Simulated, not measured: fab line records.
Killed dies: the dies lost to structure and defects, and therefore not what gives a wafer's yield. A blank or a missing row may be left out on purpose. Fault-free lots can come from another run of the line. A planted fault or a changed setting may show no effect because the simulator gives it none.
Split-lot trial | flow n5_finfet | route with 1938 steps; 7 lots, 21 wafers read

## THE SPLIT
At N5_BEOL_M8_ILD_DEP_00 (deposits SiCOH lowk from DEMS/porogen, target thk 179.75 nm, time 33.4 s), the setting time_s was moved away from the recipe's 33.4 s on 9 of the 21 wafers read, by -13.2% to +14.6%. All remaining wafers had this setting at the recipe value.

## SPLIT TO READING: what lies between them in the file, 1 step
- N5_BEOL_M8_CURE_74: cures SiCOH lowk, time 240 s

## THE READING
Values of M8_ILD_THK in nm from N5_BEOL_M8_THK_MEAS_01. Typical for fault-free wafers on this fab line: 155.1 nm, with standard deviation 2.2 nm.

wafer  | tool, chamber at the split | time_s as run, s | against the recipe | M8_ILD_THK, nm | against lot-mates on the recipe
L075.1 | pecvd-01, 2                | 31.29            | -6.3%              | 147.0          | -7.2
L075.2 | pecvd-01, 0                | 33.4             | recipe             | 154.2          | -
L075.6 | pecvd-01, 0                | 31.29            | -6.3%              | 148.4          | -5.8
L077.2 | pecvd-03, 2                | 33.4             | recipe             | 156.6          | -
L077.5 | pecvd-03, 1                | 33.4             | recipe             | 154.2          | -
L077.6 | pecvd-03, 0                | 29               | -13.2%             | 137.4          | -18.0
L081.1 | pecvd-03, 1                | 38.27            | +14.6%             | 174.6          | +20.8
L081.3 | pecvd-03, 0                | 33.4             | recipe             | 153.8          | -
L081.6 | pecvd-03, 1                | 38.27            | +14.6%             | 177.9          | +24.1
L083.3 | pecvd-01, 1                | 37.55            | +12.4%             | 172.6          | no lot-mate on the recipe
L083.4 | pecvd-01, 2                | 37.55            | +12.4%             | 176.3          | no lot-mate on the recipe
L083.5 | pecvd-01, 0                | 37.55            | +12.4%             | 174.7          | no lot-mate on the recipe
L084.1 | pecvd-02, 1                | 33.4             | recipe             | 152.6          | -
L084.5 | pecvd-02, 0                | 33.4             | recipe             | 153.1          | -
L084.6 | pecvd-02, 2                | 33.4             | recipe             | 155.6          | -
L096.1 | pecvd-01, 2                | 33.4             | recipe             | 157.3          | -
L096.4 | pecvd-01, 1                | 33.4             | recipe             | 156.8          | -
L096.6 | pecvd-01, 2                | 36.88            | +10.4%             | 174.9          | +17.8
L095.1 | pecvd-03, 0                | 33.4             | recipe             | 153.1          | -
L095.2 | pecvd-03, 2                | 33.4             | recipe             | 155.0          | -
L095.3 | pecvd-03, 1                | 33.4             | recipe             | 153.8          | -

THE FIT
A straight line over all 21 wafers: M8_ILD_THK changes by +1.49 nm for each +1% of time_s; r = +0.99; the points scatter about the line by 2 nm.
The same after taking each lot's own level away (the mean of its wafers on the recipe; 18 wafers): +1.46 nm for each +1%; r = +0.99; scatter 1.5 nm.
Per that fit: largest time_s move, reading shift of 21 nm.
From 153.77 to 157.05 nm: that is the span of the lots' own levels, equal to 1.5 times the standard deviation above.
Hence the lot-to-lot level has little effect on the slope; both slopes agree.
Check: +22.5 nm against its lot-mates is what the line predicts for one of the wafers moved furthest among these (+14.6%) when that wafer is left out of the fit. Against them it came out at +20.8 nm.

## THESE WAFERS: OTHER SPLITS
These wafers also went through other splits before the reading. Each is held against what the fit with the lots' levels taken away leaves over:
other split on the same wafers | wafers away from the commonest value | r with M8_ILD_THK (lot level and that fit taken away)
N5_BEOL_M7_DESCUM_33 time_s    | 11                                   | +0.06
N5_BEOL_M7_ALD_77 ald_cycles   | 7                                    | -0.26

## THE WHOLE CHAIN: every reading that the file lists as answering this split, in the file's order
step                   | what it does                                                             | reading                                                                                  | change (the file's fit)              | r (the file's)
N5_BEOL_M8_ILD_DEP_00  | deposits SiCOH lowk from DEMS/porogen, target thk 179.75 nm, time 33.4 s | SiCOH_lowk_of_BEOL_M8_ILD_DEP_00.thk_nm (the simulator's own value, which no gauge read) | +1.7 nm for each +1% of the setting  | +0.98
N5_BEOL_M8_CURE_74     | cures SiCOH lowk, time 240 s                                             | SiCOH_lowk_of_BEOL_M8_ILD_DEP_00.thk_nm (the simulator's own value, which no gauge read) | +1.48 nm for each +1% of the setting | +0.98
N5_BEOL_M8_THK_MEAS_01 |                                                                          | M8_ILD_THK                                                                               | +1.48 for each +1% of the setting    | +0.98

## FILE'S OWN FIT
M8_ILD_THK changes by +1.48 nm for each +1% of time_s, r = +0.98.
